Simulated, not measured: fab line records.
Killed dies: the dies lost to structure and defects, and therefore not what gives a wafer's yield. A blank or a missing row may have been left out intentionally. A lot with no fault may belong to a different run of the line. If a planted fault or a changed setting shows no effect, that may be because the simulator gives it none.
fab line records	flow n5_finfet
[record] lots = 6	wafers = 18	last_day = 17
route steps=1938 shown MOL_CONTACT_COAG@629 BEOL_M0_SAQP@632 BEOL_M4@1111 PASSIVATION@1936
lots untouched by any fault: they come from a run of this same line in which no faults occurred
start_h: the number of hours between the record's first day and the start of the first shown wafer of the lot	wait_h: how many hours have passed since the lot's step before this one	" identical to the entry in the row above	L1.1+2: a single row standing in for several wafers	- either no value or no given start	* or withheld: withheld	< > ~ a bound
route shown NAME@n: names a module that has steps shown in the file, with the first one's number in the route	usual: mean/standard deviation of fault-free wafers	same: alike in all rows	chamber/n: place in a boat	sites: the reading at each site	_std_site: standard deviation across them	_edge_site: mean of outer sites minus mean of inner sites	radius_mm: how far each site lies from the wafer's centre	mask NAME#n: copy n	behind: tool/chamber where the wafer was last shaped	hold: why the lot was held/for how many hours/how that ended	device: whichever transistor did not switch (one of n, p or np)	end of line: the tests these same wafers got at the end of their route	a step with no rows: only its recipe	killed: dies lost to structure and defects at the first sort, not the wafer's yield	map: dies across one wafer; x = killed, . = not, _ = none there
set.NAME: the setting that was run; set.NAME@STEP: the one run at that earlier step	model.NAME: the simulator's own value behind a step, which no gauge read
lots at selected steps of the route; one table per step, one row per wafer
services: the hour from which a tool's chamber was out of use, counted from the record's first day as start_h (under 0 if before that day), plus the number of hours and why
[[steps]]
[step N5_MOL_CONTACT_COAG_ANNEAL_112]
[recipe] temp_c = 400	time_s = 1800	ambient = HPD2	pressure_atm = 10
[step N5_MOL_CONTACT_COAG_INSPECT_97]
[recipe] inspect_instrument = darkfield	mode = post_anneal
[usual] raw_defect_count = 46/17
lot.wafer	tool	chamber	start_h	wait_h	raw_defect_count
L905.1	defect_inspect-02	-	136.78	0.0	38
L905.3	"	-	"	"	42
L905.6	"	-	"	"	50
L909.1	defect_inspect-01	-	162.00	0.0	34
L909.3	"	-	"	"	33
L909.5	"	-	"	"	47
L910.1	defect_inspect-02	-	164.98	0.0	86
L910.3	"	-	"	"	32
L910.6	"	-	"	"	48
L914.1	defect_inspect-02	-	191.72	0.0	17
L914.3	"	-	"	"	24
L914.5	"	-	"	"	25
L920.1	defect_inspect-01	-	222.62	0.0	44
L920.2	"	-	"	"	38
L920.6	"	-	"	"	39
L921.1	defect_inspect-01	-	231.67	0.0	37
L921.2	"	-	"	"	53
L921.3	"	-	"	"	48
[step N5_BEOL_M0_SAQP_PECVD_00]
[recipe] material = SiCN	target_thk_a = 80	temp_c = withheld	precursor = 3MS/NH3	pressure_torr = 3	rf_w = 202	time_s = 14
[usual] showerhead_plenum_p_Torr = 3.669/0.013	showerhead_vpp_V = 870/43	throttle_valve_pct = 9.0/0.58
lot.wafer	tool	chamber	start_h	wait_h	showerhead_plenum_p_Torr	showerhead_vpp_V	throttle_valve_pct
L905.1	pecvd-04	1	137.11	0.2	3.681	854	8.7
L905.3	"	1	"	"	3.686	838	8.7
L905.6	"	1	"	"	3.681	854	8.5
L909.1	pecvd-02	2	162.33	0.2	3.675	875	8.8
L909.3	"	0	"	"	3.674	880	9.5
L909.5	"	2	"	"	3.675	875	9.0
L910.1	pecvd-04	1	165.32	0.2	3.679	846	8.7
L910.3	"	1	"	"	3.672	847	8.7
L910.6	"	1	"	"	3.675	862	8.5
L914.1	pecvd-04	0	192.06	0.2	3.645	831	8.5
L914.3	"	1	"	"	3.671	859	8.7
L914.5	"	1	"	"	3.678	850	8.5
L920.1	pecvd-02	1	222.96	0.2	3.677	831	9.9
L920.2	"	0	"	"	3.677	882	9.2
L920.6	"	1	"	"	3.683	823	10.0
L921.1	pecvd-02	1	232.00	0.2	3.693	814	9.6
L921.2	"	0	"	"	3.682	875	9.4
L921.3	"	2	"	"	3.677	876	8.8
[step N5_BEOL_M0_SAQP_ILD_DEP_01]
[recipe] material = SiOC	target_thk_a = 454.19	temp_c = 350	precursor = DEMS/O2	pressure_torr = 5	rf_w = 500	time_s = 8.7
[usual] heater_power_w = 483/58	showerhead_plenum_p_Torr = 5.699/0.016	showerhead_vpp_V = 1372/70	throttle_valve_pct = 11.9/0.75
lot.wafer	tool	chamber	start_h	wait_h	heater_power_w	showerhead_plenum_p_Torr	showerhead_vpp_V	throttle_valve_pct
L905.1	pecvd-04	1	137.15	0.0	548	5.703	1340	11.3
L905.3	"	1	"	"	548	5.714	1332	11.4
L905.6	"	1	"	"	557	5.707	1354	11.6
L909.1	pecvd-02	2	162.36	0.0	434	5.707	1354	11.7
L909.3	"	0	"	"	446	5.705	1405	12.2
L909.5	"	2	"	"	444	5.704	1374	11.6
L910.1	pecvd-04	1	165.35	0.0	582	5.710	1368	11.3
L910.3	"	1	"	"	581	5.697	1333	11.4
L910.6	"	1	"	"	461	5.725	1349	11.3
L914.1	pecvd-04	0	192.08	0.0	508	5.671	1316	11.0
L914.3	"	1	"	"	536	5.704	1342	11.2
L914.5	"	1	"	"	542	5.726	1350	11.3
L920.1	pecvd-02	1	222.99	0.0	386	5.715	1300	12.9
L920.2	"	0	"	"	532	5.710	1386	12.1
L920.6	"	1	"	"	390	5.721	1270	13.3
L921.1	pecvd-02	1	232.03	0.0	427	5.733	1286	13.2
L921.2	"	0	"	"	438	5.698	1395	12.3
L921.3	"	2	"	"	447	5.704	1397	11.9
[step N5_BEOL_M0_SAQP_HM_DEP_02]
[recipe] material = TiN	target_thk_a = 120	temp_c = 25	chamber_pressure_pa = 0.49996
[usual] throttle_valve_pct = 30.7/0.85
lot.wafer	tool	chamber	start_h	wait_h	throttle_valve_pct
L905.1	pvd_sputter-02	-	137.52	0.4	31.0
L905.3	"	-	"	"	30.3
L905.6	"	-	"	"	30.8
L909.1	pvd_sputter-03	-	162.80	0.4	29.8
L909.3	"	-	"	"	31.3
L909.5	"	-	"	"	31.2
L910.1	pvd_sputter-01	-	165.56	0.2	31.1
L910.3	"	-	"	"	31.8
L910.6	"	-	"	"	31.7
L914.1	pvd_sputter-02	-	193.48	1.4	30.4
L914.3	"	-	"	"	30.5
L914.5	"	-	"	"	30.8
L920.1	pvd_sputter-02	-	224.62	1.6	30.5
L920.2	"	-	"	"	29.8
L920.6	"	-	"	"	30.2
L921.1	pvd_sputter-03	-	233.19	1.1	29.5
L921.2	"	-	"	"	32.1
L921.3	"	-	"	"	31.3
[step N5_BEOL_M0_SAQP_PECVD_03]
[recipe] material = SiCN	target_thk_a = 120	temp_c = withheld	precursor = 3MS/NH3	pressure_torr = 3	rf_w = 202	time_s = 21.1
[step N5_BEOL_M0_SAQP_PECVD_96]
[recipe] material = a-Si	target_thk_a = 450	temp_c = 350	precursor = SiH4/He	pressure_torr = 3	rf_w = 100	time_s = 45.2
[usual] heater_power_w = 614/60	showerhead_plenum_p_Torr = 5.68/0.046	showerhead_vpp_V = 612/31	throttle_valve_pct = 18.3/1
lot.wafer	tool	chamber	start_h	wait_h	heater_power_w	showerhead_plenum_p_Torr	showerhead_vpp_V	throttle_valve_pct
L905.1	pecvd-02	1	137.67	0.0	569	5.74	580	20.0
L905.3	"	0	"	"	651	5.69	615	18.5
L905.6	"	0	"	"	637	5.69	637	18.6
L909.1	pecvd-02	0	162.96	0.0	626	5.69	614	18.5
L909.3	"	1	"	"	574	5.74	572	19.9
L909.5	"	1	"	"	591	5.73	573	19.8
L910.1	pecvd-02	2	165.71	0.0	605	5.72	598	17.3
L910.3	"	0	"	"	670	5.69	624	18.5
L910.6	"	2	"	"	625	5.72	606	17.9
L914.1	pecvd-01	2	193.63	0.0	555	5.63	596	18.4
L914.3	"	0	"	"	752	5.64	696	17.0
L914.5	"	1	"	"	646	5.63	603	19.2
L920.1	pecvd-01	0	224.79	0.0	730	5.66	673	17.4
L920.2	"	1	"	"	611	5.64	603	19.4
L920.6	"	0	"	"	750	5.67	693	17.2
L921.1	pecvd-02	2	233.34	0.0	535	5.72	603	17.7
L921.2	"	0	"	"	582	5.69	635	18.6
L921.3	"	1	"	"	573	5.72	566	19.7
[step N5_BEOL_M0_SAQP_PECVD_97]
[recipe] material = SiNx	target_thk_a = 230	temp_c = 350	precursor = SiH4/NH3/N2	pressure_torr = 1.5	rf_w = 300	time_s = 19.9
[usual] heater_power_w = 542/57	showerhead_plenum_p_Torr = 5.16/0.065	showerhead_vpp_V = 1061/56	throttle_valve_pct = 40.2/2.3
lot.wafer	tool	chamber	start_h	wait_h	heater_power_w	showerhead_plenum_p_Torr	showerhead_vpp_V	throttle_valve_pct
L905.1	pecvd-02	1	137.72	0.0	509	5.25	1016	43.9
L905.3	"	0	"	"	550	5.18	1089	40.6
L905.6	"	0	"	"	567	5.17	1086	40.7
L909.1	pecvd-02	0	163.00	0.0	575	5.19	1101	40.6
L909.3	"	1	"	"	469	5.24	978	43.8
L909.5	"	1	"	"	467	5.25	994	43.9
L910.1	pecvd-02	2	165.76	0.0	539	5.21	1077	38.9
L910.3	"	0	"	"	557	5.18	1081	41.0
L910.6	"	2	"	"	527	5.20	1064	38.7
L914.1	pecvd-01	2	193.67	0.0	521	5.13	1043	40.8
L914.3	"	0	"	"	618	5.12	1186	37.5
L914.5	"	1	"	"	551	5.08	1046	42.4
L920.1	pecvd-01	0	224.86	0.0	681	5.12	1198	37.4
L920.2	"	1	"	"	495	5.08	1021	42.5
L920.6	"	0	"	"	657	5.14	1170	37.4
L921.1	pecvd-02	2	233.39	0.0	525	5.22	1054	38.9
L921.2	"	0	"	"	537	5.18	1083	40.9
L921.3	"	1	"	"	504	5.25	995	43.8
[step N5_BEOL_M0_SAQP_PECVD_04]
[recipe] material = a-Si	target_thk_a = 600	temp_c = 350	precursor = SiH4/He	pressure_torr = 3	rf_w = 100	time_s = 60.2
[step N5_BEOL_M0_SAQP_THK_MEAS_05]
[usual] thk_nm = 59.9/1
lot.wafer	tool	chamber	start_h	wait_h	thk_nm
L905.1	film_metro-02	-	137.86	0.1	58.9
L905.3	"	-	"	"	59.6
L905.6	"	-	"	"	61.4
L909.1	film_metro-02	-	163.14	0.1	59.7
L909.3	"	-	"	"	58.9
L909.5	"	-	"	"	60.0
L910.1	film_metro-02	-	165.89	0.1	58.7
L910.3	"	-	"	"	59.1
L910.6	"	-	"	"	60.2
L914.1	film_metro-02	-	193.81	0.1	59.9
L914.3	"	-	"	"	60.2
L914.5	"	-	"	"	60.4
L920.1	film_metro-02	-	225.05	0.1	59.1
L920.2	"	-	"	"	60.8
L920.6	"	-	"	"	61.4
L921.1	film_metro-02	-	233.52	0.1	58.1
L921.2	"	-	"	"	59.4
L921.3	"	-	"	"	58.2
[step N5_BEOL_M0_SAQP_HM_DEP_111]
[recipe] material = SiO2	target_thk_a = 120	temp_c = 400	precursor = SiH4/N2O	pressure_torr = 0.75	rf_w = 275	time_s = 7.2
[step N5_BEOL_M0_SAQP_COAT_81]
[recipe] resist = SOC	temp_c = 250	time_s = 60	spin_rpm = 1500	resist_thk_nm = 100
[usual] heater_power_total_W = 500.3/1.7	plate_temp_C = 249.97/0.18
lot.wafer	tool	chamber	start_h	wait_h	heater_power_total_W	plate_temp_C
L905.1	litho_track-04	0	137.97	0.1	501.5	249.86
L905.3	"	0	"	"	502.4	250.05
L905.6	"	0	"	"	497.6	249.89
L909.1	litho_track-01	0	163.25	0.1	500.9	249.84
L909.3	"	0	"	"	502.2	250.22
L909.5	"	0	"	"	500.5	250.07
L910.1	litho_track-02	0	166.01	0.1	500.0	250.04
L910.3	"	0	"	"	500.3	250.02
L910.6	"	0	"	"	499.9	249.88
L914.1	litho_track-02	0	193.92	0.1	498.8	250.07
L914.3	"	0	"	"	501.6	250.13
L914.5	"	0	"	"	501.5	249.98
L920.1	litho_track-04	0	225.16	0.1	489.5	245.66
L920.2	"	0	"	"	487.9	245.61
L920.6	"	0	"	"	491.6	245.53
L921.1	litho_track-04	0	233.64	0.1	489.5	245.89
L921.2	"	0	"	"	488.6	246.13
L921.3	"	0	"	"	489.6	245.50
[step N5_BEOL_M0_SAQP_COAT_82]
[recipe] resist = SiARC	temp_c = 220	time_s = 60	spin_rpm = 1500	resist_thk_nm = 30
[step N5_BEOL_M4_RC_MEAS_101]
[usual] DIBL_N = 35.4/2.1	DIBL_P = 34.8/2.6	IOFF_N = 0.15/0.037	IOFF_P = 0.19/0.037	ION_N = 677/16	ION_P = 462/9.3	SS_N = 71.4/0.75	SS_P = 72.9/0.77	VT_N = 250/3.7	VT_P = -251/3.5
lot.wafer	tool	chamber	start_h	wait_h	DIBL_N[mV/V]	DIBL_P[mV/V]	IOFF_N[nA/um]	IOFF_P[nA/um]	ION_N[uA/um]	ION_P[uA/um]	SS_N[mV/dec]	SS_P[mV/dec]	VT_N[mV]	VT_P[mV]
L905.1	prober-02	0	200.79	0.0	36.0	33.9	0.17	0.18	674	453	72.1	73.6	247	-253
L905.3	"	0	"	"	33.0	32.1	0.12	0.16	663	454	71.1	72.6	253	-252
L905.6	"	0	"	"	34.7	34.8	0.16	0.20	696	471	71.1	73.2	246	-249
L909.1	prober-01	0	225.90	0.0	34.1	34.0	0.14	0.21	674	470	71.2	72.5	248	-249
L909.3	"	0	"	"	33.8	33.4	0.12	0.20	660	461	70.9	73.0	255	-249
L909.5	"	0	"	"	32.5	31.7	0.11	0.18	666	469	70.3	72.1	252	-249
L910.1	prober-01	0	230.41	0.0	36.5	38.0	0.17	0.20	672	455	71.6	73.8	247	-252
L910.3	"	0	"	"	30.1	29.5	0.08	0.12	652	453	69.9	71.4	255	-258
L910.6	"	0	"	"	33.4	34.1	0.12	0.16	664	454	71.1	72.7	252	-254
L914.1	prober-01	0	252.68	0.0	33.1	30.6	0.10	0.15	659	451	71.0	72.1	258	-251
L914.3	"	0	"	"	38.2	37.7	0.21	0.27	674	465	71.9	74.2	246	-246
L914.5	"	0	"	"	35.0	35.3	0.15	0.22	677	465	71.0	73.6	246	-248
L920.1	prober-01	0	286.34	0.0	35.6	35.4	0.15	0.19	678	460	72.1	72.7	250	-251
L920.2	"	0	"	"	34.9	35.1	0.15	0.18	677	463	71.4	72.9	250	-250
L920.6	"	0	"	"	34.7	34.9	0.14	0.19	680	466	71.5	73.0	248	-251
L921.1	prober-01	0	302.88	0.0	36.3	34.1	0.13	0.14	659	445	71.5	73.1	256	-257
L921.2	"	0	"	"	38.0	37.4	0.18	0.20	696	467	71.8	74.3	247	-252
L921.3	"	0	"	"	38.2	38.1	0.19	0.21	704	475	71.7	75.0	247	-253
[step N5_PASSIVATION_PROBE_49]
[usual] defect_limited_yield = 90.5/1.7	killed_at_M0_to_M3 = 37/12	killed_at_M4_up = 14/5.2	killed_at_contacts = 12/5.9	killed_at_front_end = 45/14	killed_at_other = 3.5/2.8	killed_dies = 112/21	killed_open = 73/15	killed_short = 36/8.9	sort_bin_5_function = 5.6/1.2	sort_bin_6_memory = 3.5/0.68	sort_n_pass = 1068/21	sort_yield_pct = 90.5/1.8
[same] gross_dies = 1180	killed_at_back_side = 0	sort_bin_4_leakage[%] = 0	sort_bin_8_speed[%] = 0
lot.wafer	tool	chamber	start_h	wait_h	defect_limited_yield[%]	killed_at_M0_to_M3	killed_at_M4_up	killed_at_contacts	killed_at_front_end	killed_at_other	killed_dies	killed_open	killed_short	sort_bin_5_function[%]	sort_bin_6_memory[%]	sort_n_pass	sort_yield_pct[%]
L909.5	prober-02	-	332.92	0.2	91.4	46	20	8	23	4	101	53	42	4.8	3.1	1079	91.4
L910.6	prober-01	-	342.86	0.3	91.9	36	13	11	32	4	96	68	26	5.3	2.8	1084	91.9
L914.1	prober-01	-	367.89	0.0	92.3	21	13	7	49	1	91	56	31	4.6	2.5	1089	92.3
// killed by level:class
L909.5 BEOL_M0_SAQP:geometric_particle:open=11 BEOL_M0_SAQP:geometric_particle:short=10 BEOL_M2:geometric_particle:open=10 BEOL_M4:geometric_particle:short=6 FIN_SAQP:geometric_particle:short=4 DUMMY_GATE:geometric_particle:open=4 MOL_CONTACT_COAG:geometric_particle:short=4 BEOL_M2:geometric_particle:short=4
L910.6 STI_FIN_REVEAL:geometric_particle:open=10 MOL_CONTACT_COAG:geometric_particle:open=8 BEOL_M0_SAQP:geometric_particle:short=8 BEOL_M2:geometric_particle:open=7 BEOL_M3:geometric_particle:open=7 BEOL_M4:geometric_particle:open=7 BEOL_M0_SAQP:geometric_particle:open=6 FIN_SAQP:geometric_particle:short=4
L914.1 STI_FIN_REVEAL:geometric_particle:open=13 FIN_SAQP:geometric_particle:open=8 BEOL_M3:geometric_particle:open=7 FIN_SAQP:geometric_particle:short=5 ILD0:geometric_particle:short=5 MOL_CONTACT_COAG:geometric_particle:open=5 BEOL_M1:geometric_particle:open=5 STI_FIN_REVEAL:geometric_particle:short=3
[[services]]
tool	chamber	start_h	hours	kind
pvd_sputter-02	-	116.54	1.6	repair
pecvd-02	0	118.68	2.1	scheduled_down
pecvd-04	0	136.78	13.9	repair
pvd_sputter-01	-	137.28	15.4	repair
pecvd-04	2	163.33	2.1	scheduled_down
pecvd-04	1	170.87	13.4	repair
pecvd-04	1	188.62	2.1	scheduled_down
pecvd-01	2	202.38	-	clean
pecvd-01	2	202.38	-	consumable_replace:showerhead
pecvd-01	2	202.38	29.0	scheduled_down
pecvd-01	2	202.38	29.0	vent_cycle
pecvd-02	1	204.81	2.1	scheduled_down
pecvd-02	2	212.94	5.5	scheduled_down
[[key]]
[first_sign] step = N5_BEOL_M0_SAQP_COAT_81	reading = plate_temp_C	direction = down	sigmas = 24	usual = *	struck = *
[effect] step = N5_BEOL_M0_SAQP_COAT_81	reading = heater_power_total_W	direction = down	sigmas = 6.3	usual = *	struck = *
met_at N5_BEOL_M0_SAQP_COAT_81
struck_wafers L920.1,L920.2,L920.6,L921.1,L921.2,L921.3
onset_between 137.97 225.16
[fault] kind = process_parameter_drift	tool = litho_track-04	chamber = -	onset_h = 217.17	steps = N5_BEOL_M0_SAQP_COAT_81	channel = temp_c	offset = *	shape = step	end_h = 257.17	acts_in = *	stated = *
